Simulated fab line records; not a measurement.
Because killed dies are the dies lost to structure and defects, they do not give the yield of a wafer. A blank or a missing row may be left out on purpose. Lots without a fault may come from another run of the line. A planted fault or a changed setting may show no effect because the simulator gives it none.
Comparing a struck lot with a sound one -- flow nand_harc -- 39 steps out of a route of 1159
Sound: wafers L378.2, L378.3, L378.4. The struck wafers were L397.1, L397.2, L397.5. Last of all comes the cause.
At each step with rows: each side's tool, then ch and its chambers, then its first start. Under that, the readings that differ: sound wafers -- struck wafers -- difference of the means -- sigmas: that difference in standard deviations of wafers without a fault.
alike: readings with means less than 2 such deviations apart, plus words and numbers identical on both sides. not compared: withheld readings, readings lacking a value on some wafer, bounds such as >300 that could conceal the same value, and numbers that have no deviation in the record and whose values overlap.
A row with sigmas, a row that says differs or no value, or rows on one side alone: a step with any of these is where the two part. Numbers that don't overlap but have no deviation are shown without sigmas and don't part them. Lack of a reading on every wafer of one side parts them only where that side has two or more wafers.

NHARC_THIN_TSV_ETCH_44: etches the open film in CF4/O2, target depth 1594.2 nm, time 797.1 s.
  sound on rie_diel-03 ch 1,2,3, day 19 10:47; struck on rie_diel-01 ch 0,1,3, day 24 11:21
  alike: bias_w, cf4_flow_sccm, drypump_motor_current_A, oes_product_au, rf_fwd_power_W, rf_vpp_V, showerhead_plenum_p_Torr, throttle_valve_pct
  not compared: rf_hours_counter_h
then, 1 step without rows for these wafers: NHARC_THIN_TSV_ETCH_15 (target depth 3000 nm, bosch target overetch cycles 2, bosch etch step 2.8 s).
NHARC_THIN_TSV_CD_MEAS_16:
  sound on cd_sem-03 at day 19 11:30; struck on cd_sem-02 at day 24 11:58
  alike: cd_nm
then, 2 steps without rows for these wafers: NHARC_THIN_TSV_STRIP_45 (strips in O2); NHARC_THIN_TSV_STRIP_46 (strips in post etch residue remover, time 1200 s).
NHARC_THIN_TSV_DEP_47: deposits SiO2, target thk 200 nm.
  sound on pecvd-02 ch 0,1,2, day 19 12:25; struck on pecvd-02 ch 0,2, day 24 12:51
  alike: chamber_pressure_Torr, rf_fwd_power_W, showerhead_vpp_V, throttle_valve_pct
NHARC_THIN_TSV_ETCHBACK_48: etches the open film in C4F8/Ar, target depth 1028.5 nm, time 405.17 s.
  sound on rie_diel-12 ch 1,2,3, day 19 12:46; struck on rie_diel-01 ch 0,3, day 24 13:17
  alike: bias_w, oes_product_au, rf_fwd_power_W, rf_vpp_V
  not compared: rf_hours_counter_h
then, 4 steps without rows for these wafers: NHARC_THIN_TSV_STRIP_62 (strips in N2/H2, time 20 s); NHARC_THIN_TSV_DEGAS_49 (time 120 s); NHARC_THIN_TSV_PRE_CLEAN_50 (time 30 s); NHARC_THIN_TSV_PVD_19 (deposits TaN, target thk 20 nm).
NHARC_THIN_TSV_PVD_51: deposits Cu, target thk 100 nm.
  sound on pvd_sputter-01; struck on pvd_sputter-03
  alike: throttle_valve_pct
NHARC_THIN_TSV_ECD_20: material Cu, target thk 2000 nm.
  sound on ecd_cu-01 ch 0,1, day 19 13:45; struck on ecd_cu-02 ch 0,1, day 24 14:14
then, 1 step without rows for these wafers: NHARC_THIN_TSV_ANNEAL_52 (time 90 s).
NHARC_THIN_TSV_CMP_21: polishes, t overpolish 30 s, target thk 2000 nm.
  sound on cmp-03 ch 0,2,3, day 19 14:53; struck on cmp-02 ch 0,3, day 24 15:31
  alike: edge_zone_pressure_frac, motor_current_A, overpolish_run_s
then, 13 steps without rows for these wafers: NHARC_THIN_TSV_SRD_23; NHARC_THIN_TSV_DEGAS_53 (time 60 s); NHARC_THIN_TSV_PRE_CLEAN_54 (time 30 s); NHARC_THIN_TSV_PVD_55 (deposits TiN, target thk 50 nm); NHARC_THIN_TSV_PVD_24 (deposits Al, target thk 800 nm); NHARC_THIN_TSV_DEHYDRATE_25 (time 120 s); NHARC_THIN_TSV_HMDS_26 (time 30 s); NHARC_THIN_TSV_COAT_27; NHARC_THIN_TSV_SOFTBAKE_28 (time 95 s); NHARC_THIN_TSV_EBR_29; NHARC_THIN_TSV_EXPOSE_30 (exposes mask PAD); NHARC_THIN_TSV_PEB_31 (peb time 85 s); NHARC_THIN_TSV_DEVELOP_32 (time 70 s).
NHARC_THIN_TSV_CD_MEAS_33: target cd 5000 nm.
  sound on cd_sem-02 ch 0, day 19 16:29; struck on cd_sem-03 ch 0, day 24 17:00
  alike: cd_nm
then, 6 steps without rows for these wafers: NHARC_THIN_TSV_HARDBAKE_34 (time 80 s); NHARC_THIN_TSV_DESCUM_35 (chemistry O2, time 3 s); NHARC_THIN_TSV_ETCH_59 (etches the open film in Cl2/BCl3, target depth 880 nm, time 138.1 s); NHARC_THIN_TSV_ETCH_36 (etches the open film in Cl2/BCl3, target depth 65 nm, time 18.571 s); NHARC_THIN_TSV_STRIP_56 (strips in O2); NHARC_THIN_TSV_STRIP_57 (strips in post etch residue remover, time 1200 s).
NHARC_THIN_TSV_CD_MEAS_37:
  sound on cd_sem-01 at day 19 17:55; struck on cd_sem-03 at day 24 18:27
  alike: cd_nm
then, 1 step without rows for these wafers: NHARC_THIN_TSV_ANNEAL_58 (time 1800 s).
NHARC_THIN_TSV_INSPECT_40:
  sound on defect_inspect-02 at day 19 22:07; struck on defect_inspect-02 at day 24 22:38
  alike: raw_defect_count
NHARC_END_SORT_01:
  at this point the record logs the struck wafers (prober-01 ch 0, day 25 01:41) and has no rows for the sound ones

== WHERE THEY PART ==
Within this record, at NHARC_END_SORT_01 only.

WHY: what the simulator had put in
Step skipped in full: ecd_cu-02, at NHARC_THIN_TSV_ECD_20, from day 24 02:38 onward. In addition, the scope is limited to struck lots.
